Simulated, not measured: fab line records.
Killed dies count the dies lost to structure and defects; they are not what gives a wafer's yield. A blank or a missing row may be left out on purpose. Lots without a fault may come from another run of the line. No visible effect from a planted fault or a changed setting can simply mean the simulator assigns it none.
Which tool was responsible? ; flow n5_finfet ; 11 lots, 33 wafers sampled, at 5 steps of a route of 1938

WHAT THE GAUGES READ, wafer by wafer
N5_BEOL_M2_OCD_MEAS_38. Usual: trench_depth_nm at 54.8 nm, with a standard deviation of 0.96.
lot;measured;on;trench_depth_nm (nm);flag
L302;day 6 17:47;ocd-02;54.9 54.0 54.9;
L301;day 6 20:48;ocd-02;55.9 54.7 55.6;
L303;day 7 00:24;ocd-02;57.0 54.2 53.9;
L316;day 10 17:08;ocd-01;56.1 55.6 54.2;
L315;day 10 17:30;ocd-01;54.3 54.8 54.4;
L317;day 10 17:52;ocd-01;57.0 54.5 55.1;
L318;day 11 01:34;ocd-01;54.0 55.0 55.1;
L319;day 11 14:41;ocd-01;52.6 54.9 54.5;
L321;day 11 17:59;ocd-01;55.9 54.3 54.4;
L322;day 12 03:28;ocd-01;54.7 54.9 54.7;
L323;day 12 10:21;ocd-01;56.2 56.0 55.8;

N5_BEOL_M4_RC_MEAS_101. Usual: DIBL_N 37.5 mV/V, standard deviation 1.9; DIBL_P 37.3 mV/V, standard deviation 2.4; IOFF_N 0.18 nA/um, standard deviation 0.038; IOFF_P 0.23 nA/um, standard deviation 0.045; ION_N 677 uA/um, standard deviation 11; ION_P 464 uA/um, standard deviation 8.1; SS_N 72.0 mV/dec, standard deviation 0.68; SS_P 73.5 mV/dec, standard deviation 0.77; VT_N 249 mV, standard deviation 3.3; VT_P -249 mV, standard deviation 3.6.
lot;measured;on;DIBL_N (mV/V);DIBL_P (mV/V);IOFF_N (nA/um);IOFF_P (nA/um);ION_N (uA/um);ION_P (uA/um);SS_N (mV/dec);SS_P (mV/dec);VT_N (mV);VT_P (mV);flag
L302;day 7 19:20;prober-01;38.4 36.5 39.9;37.3 36.1 39.5;0.22 0.17 0.24;0.24 0.21 0.27;688 667 679;468 460 461;72.3 71.8 72.8;74.0 73.1 74.7;242 248 245;-247 -253 -247;
L301;day 8 00:23;prober-02;38.1 40.4 37.6;37.5 40.1 36.8;0.18 0.23 0.17;0.20 0.24 0.19;672 687 665;449 465 451;72.3 73.4 71.6;73.7 73.7 73.8;250 248 252;-251 -249 -254;
L303;day 8 15:20;prober-01;34.8 39.1 35.7;37.3 44.5 37.7;0.18 0.26 0.18;0.20 0.34 0.20;683 693 677;465 472 460;72.7 73.3 72.2;72.9 74.0 72.6;249 244 251;-252 -242 -251;
L316;day 12 03:10;prober-01;36.8 37.4 34.9;35.2 34.8 33.6;0.17 0.18 0.14;0.23 0.24 0.19;682 676 663;467 470 454;71.5 72.2 71.0;72.5 73.2 72.4;251 251 251;-245 -246 -250;
L315;day 12 05:04;prober-02;36.3 38.0 35.7;36.8 39.5 36.7;0.16 0.21 0.16;0.20 0.23 0.20;666 692 672;460 464 459;71.8 72.0 71.4;73.5 74.0 73.0;252 244 249;-253 -251 -250;
L317;day 12 09:42;prober-01;38.6 42.1 40.1;38.3 41.9 38.9;0.18 0.27 0.22;0.26 0.32 0.26;678 703 697;468 473 474;72.4 73.1 73.2;74.2 75.1 74.1;246 244 247;-246 -243 -249;
L318;day 12 11:52;prober-01;37.7 32.6 38.4;40.0 33.0 40.1;0.19 0.11 0.21;0.29 0.19 0.32;687 666 680;478 473 476;71.9 70.6 71.7;74.0 71.4 73.3;248 254 246;-243 -249 -243;
L319;day 13 02:58;prober-02;40.4 34.6 39.7;40.5 33.0 38.5;0.23 0.11 0.23;0.27 0.16 0.24;687 658 690;463 459 463;72.3 71.4 72.9;74.8 72.1 74.0;244 257 244;-250 -255 -246;
L321;day 13 05:11;prober-02;38.6 39.7 40.7;39.3 40.5 41.6;0.18 0.23 0.23;0.24 0.26 0.27;681 683 692;464 463 470;71.8 72.4 72.7;74.7 74.5 74.2;247 244 245;-250 -249 -249;
L322;day 13 10:32;prober-01;35.9 34.5 38.4;35.1 32.9 39.1;0.15 0.13 0.22;0.20 0.17 0.30;672 650 701;460 450 482;72.0 71.4 72.4;74.0 72.2 73.5;250 253 244;-250 -253 -243;
L323;day 13 12:23;prober-02;38.9 36.0 34.5;38.9 36.7 36.0;0.22 0.15 0.13;0.25 0.21 0.20;682 675 664;458 466 462;72.6 71.9 71.6;73.9 72.7 73.4;248 249 253;-249 -248 -250;

WHAT TOOL EACH LOT RAN ON (gives the tool, then ch and the chambers of the sampled wafers, and finally the start)
lot;N5_BEOL_M2_CVD_47;N5_BEOL_M2_SPUTTER_81;N5_BEOL_M2_ANNEAL_87
L302;cvd_co-01 ch 0,1,2, day 6 18:34;pvd_sputter-02, day 6 19:10;pvd_sputter-02, day 6 19:28
L301;cvd_co-01 ch 0,2, day 6 21:52;pvd_sputter-03, day 6 22:32;pvd_sputter-03, day 6 22:50
L303;cvd_co-01 ch 1,2, day 7 02:40;pvd_sputter-01, day 7 03:19;pvd_sputter-01, day 7 03:37
L316;cvd_co-01 ch 0,1, day 10 18:11;pvd_sputter-01, day 10 18:47;pvd_sputter-01, day 10 19:05
L315;cvd_co-02 ch 1,2, day 10 18:14;pvd_sputter-02, day 10 18:52;pvd_sputter-02, day 10 19:10
L317;cvd_co-02 ch 0,1,2, day 10 18:30;pvd_sputter-03, day 10 19:53;pvd_sputter-03, day 10 20:11
L318;cvd_co-02 ch 0,1,2, day 11 02:27;pvd_sputter-01, day 11 03:03;pvd_sputter-01, day 11 03:21
L319;cvd_co-01 ch 0,1,2, day 11 15:52;pvd_sputter-02, day 11 16:28;pvd_sputter-02, day 11 16:46
L321;cvd_co-02 ch 0,2, day 11 18:59;pvd_sputter-03, day 11 19:36;pvd_sputter-03, day 11 19:54
L322;cvd_co-01 ch 0,1,2, day 12 04:08;pvd_sputter-01, day 12 04:44;pvd_sputter-01, day 12 05:02
L323;cvd_co-01 ch 0,1,2, day 12 11:30;pvd_sputter-02, day 12 12:14;pvd_sputter-02, day 12 12:32
- N5_BEOL_M2_CVD_47: deposits Co from CCTBA/H2, target thk 3 nm, time 223.8 s.
- N5_BEOL_M2_SPUTTER_81: material Cu, target thk 4.5 nm, time 8.29 s.
- N5_BEOL_M2_ANNEAL_87: time 240 s.

WHAT THE TOOLS THEMSELVES READ (means of the sampled wafers that have a number; where no wafer has one, the mark that the record gives instead)
N5_BEOL_M2_CVD_47. Usual: run_length_s at 246.4 s, with a standard deviation of 0.5.
lot;tool;run_length_s (s);flag
L302;cvd_co-01;246.1;
L301;cvd_co-01;246.2;
L303;cvd_co-01;199.0;OFF
L316;cvd_co-01;246.4;
L315;cvd_co-02;246.0;
L317;cvd_co-02;246.5;
L318;cvd_co-02;246.5;
L319;cvd_co-01;246.6;
L321;cvd_co-02;246.3;
L322;cvd_co-01;246.2;
L323;cvd_co-01;246.3;

N5_BEOL_M2_SPUTTER_81. Usual: throttle_valve_pct at 30.0 %, with a standard deviation of 0.97.
lot;tool;throttle_valve_pct (%);flag
L302;pvd_sputter-02;30.6;
L301;pvd_sputter-03;30.2;
L303;pvd_sputter-01;29.4;
L316;pvd_sputter-01;28.6;
L315;pvd_sputter-02;30.4;
L317;pvd_sputter-03;29.9;
L318;pvd_sputter-01;30.4;
L319;pvd_sputter-02;30.4;
L321;pvd_sputter-03;29.2;
L322;pvd_sputter-01;29.4;
L323;pvd_sputter-02;30.4;

N5_BEOL_M2_ANNEAL_87. Usual: heater_power_w at 827 W, with a standard deviation of 88.
lot;tool;heater_power_w (W);flag
L302;pvd_sputter-02;959;
L301;pvd_sputter-03;738;
L303;pvd_sputter-01;763;
L316;pvd_sputter-01;811;
L315;pvd_sputter-02;870;
L317;pvd_sputter-03;786;
L318;pvd_sputter-01;795;
L319;pvd_sputter-02;872;
L321;pvd_sputter-03;796;
L322;pvd_sputter-01;764;
L323;pvd_sputter-02;819;

THE ANSWER, worked out from the rows above alone
Rule: a lot counts as off when the mean over its wafers that have a number is more than 3 standard deviations away from the usual mean. Also off: a lot with no number at a reading for which 4 or more lots have one. All remaining lots with rows at the step are treated as sound. Order of review: gauges by route order, followed by the tools' own readings, for which a lot's mean as printed above is used. The first step at which some lot is off is used, and at that step the reading that is off furthest; a lot without a number counts as furthest.
Off: L303 (N5_BEOL_M2_CVD_47, run_length_s).
A tool fits if, at that step or a process step before it, it ran every lot that is off, and no sound lot after the first of them. None of those tried fits.

WHAT THE SIMULATOR PUT IN
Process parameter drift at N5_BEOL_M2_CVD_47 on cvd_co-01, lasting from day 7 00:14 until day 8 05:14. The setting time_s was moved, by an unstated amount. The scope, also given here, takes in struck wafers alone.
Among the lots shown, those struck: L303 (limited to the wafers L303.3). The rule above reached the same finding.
